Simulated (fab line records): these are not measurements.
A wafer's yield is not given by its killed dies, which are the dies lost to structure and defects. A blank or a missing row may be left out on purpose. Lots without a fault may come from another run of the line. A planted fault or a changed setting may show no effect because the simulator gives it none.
A struck lot beside a sound one + flow n5Finfet + 16 out of 1938 route steps
Sound: wafers L155.1, L155.2, L155.4. Wafers struck: L162.2, L162.5, L162.6. The cause comes at the end.
Per side, at each step with rows, come the tool, then ch with its chambers, and then its first start. Under that, the readings that differ: sound wafers + struck wafers + difference of the means + sigmas: that difference in standard deviations of wafers without a fault.
alike: a reading whose means differ by less than 2 such deviations, as well as words and numbers matching on both sides. not compared: withheld readings; readings where some wafer has no value; bounds like >300 that might hide an equal value; numbers whose values overlap and for which the record gives no deviation.
The two part at a step that has a row with sigmas, a row that says differs or no value, or rows on one side only. Numbers that have no deviation but don't overlap get no sigmas and don't part them. A reading that every wafer of one side lacks parts them only if that side has two wafers or more.

first, 10 steps without rows for these wafers: N5_ZERO_LAYER_DESCUM_16 (chemistry O2, time 7.9 s); N5_ZERO_LAYER_ETCH_17 (etches SiO2 in CF4, target depth 12 nm, time 13.3 s); N5_ZERO_LAYER_ETCH_18 (etches Si in HBr/Cl2, target depth 120 nm, time 40 s); N5_ZERO_LAYER_STRIP_24 (strips in O2); N5_ZERO_LAYER_STRIP_19 (strips in SPM, time 900 s); N5_WELL_APT_HMDS_01 (time 60 s); N5_WELL_APT_COAT_02 (resist thk 950 nm); N5_WELL_APT_EBR_04; N5_WELL_APT_SOFTBAKE_03 (time 60 s); N5_WELL_APT_EXPOSE_05 (exposes mask NWELL, defocus 0 nm, target cd 200 nm).
N5_WELL_APT_PEB_06: peb time 90 s.
  sound on lithoTrack-05 ch 0, day 4 19:54; struck on lithoTrack-05 ch 0, day 6 13:45
| reading               | sound             | struck            | difference | sigmas |
|-----------------------|-------------------|-------------------|------------|--------|
| heaterPowerTotalW (W) | 171.4 172.7 171.3 | 179.2 180.5 179.3 | +7.9       | +9     |
then, 2 steps without rows for these wafers: N5_WELL_APT_DEVELOP_07 (develop time 45 s); N5_WELL_APT_HARDBAKE_12 (time 120 s).
N5_WELL_APT_DESCUM_13: chemistry O2, time 7.9 s.
  sound on rieDiel-01 ch 0,1,3, day 4 20:07; struck on rieDiel-06 ch 1,2, day 6 14:09
| reading                  | sound             | struck            | difference | sigmas |
|--------------------------|-------------------|-------------------|------------|--------|
| model.WELL_APT.cdNm (nm) | 200.6 199.2 199.6 | 197.3 197.7 198.5 | -2.0       |        |
  alike: drypumpMotorCurrentA, oesProductAu, rfVppV, showerheadPlenumPTorr, throttleValvePct
  not compared: rfHoursCounterH
next, for these wafers, 1 step has no rows: N5_WELL_APT_IMPLANT_14.
-- here the record skips 7 days between the struck wafers' starts before and after, leaving off in module WELL_APT and picking up in module BEOL_M4 (first step shown: number 1111 of the route) --
N5_BEOL_M4_RC_MEAS_101:
  sound on prober-01 ch 0, day 11 16:17; struck on prober-02 ch 0, day 13 05:23
| reading        | sound             | struck            | difference | sigmas |
|----------------|-------------------|-------------------|------------|--------|
| DIBL_N (mV/V)  | 35.1 33.0 34.9    | 37.9 38.3 37.7    | +3.6       | +3     |
| DIBL_P (mV/V)  | 35.0 32.6 34.5    | 37.6 37.9 37.8    | +3.7       | +2     |
| IOFF_N (nA/um) | 0.157 0.118 0.144 | 0.178 0.198 0.175 | +0.044     | +2     |
| SS_P (mV/dec)  | 73.0 72.2 73.2    | 75.4 74.3 74.3    | +1.9       | +3     |
  alike: IOFF_P, ION_N, ION_P, SS_N, VT_N, VT_P

## WHERE THEY PART
At N5_WELL_APT_PEB_06 first; at N5_BEOL_M4_RC_MEAS_101 last (within this record only).

WHY: what the simulator had put in
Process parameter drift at N5_WELL_APT_PEB_06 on lithoTrack-05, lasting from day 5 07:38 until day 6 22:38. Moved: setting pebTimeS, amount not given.
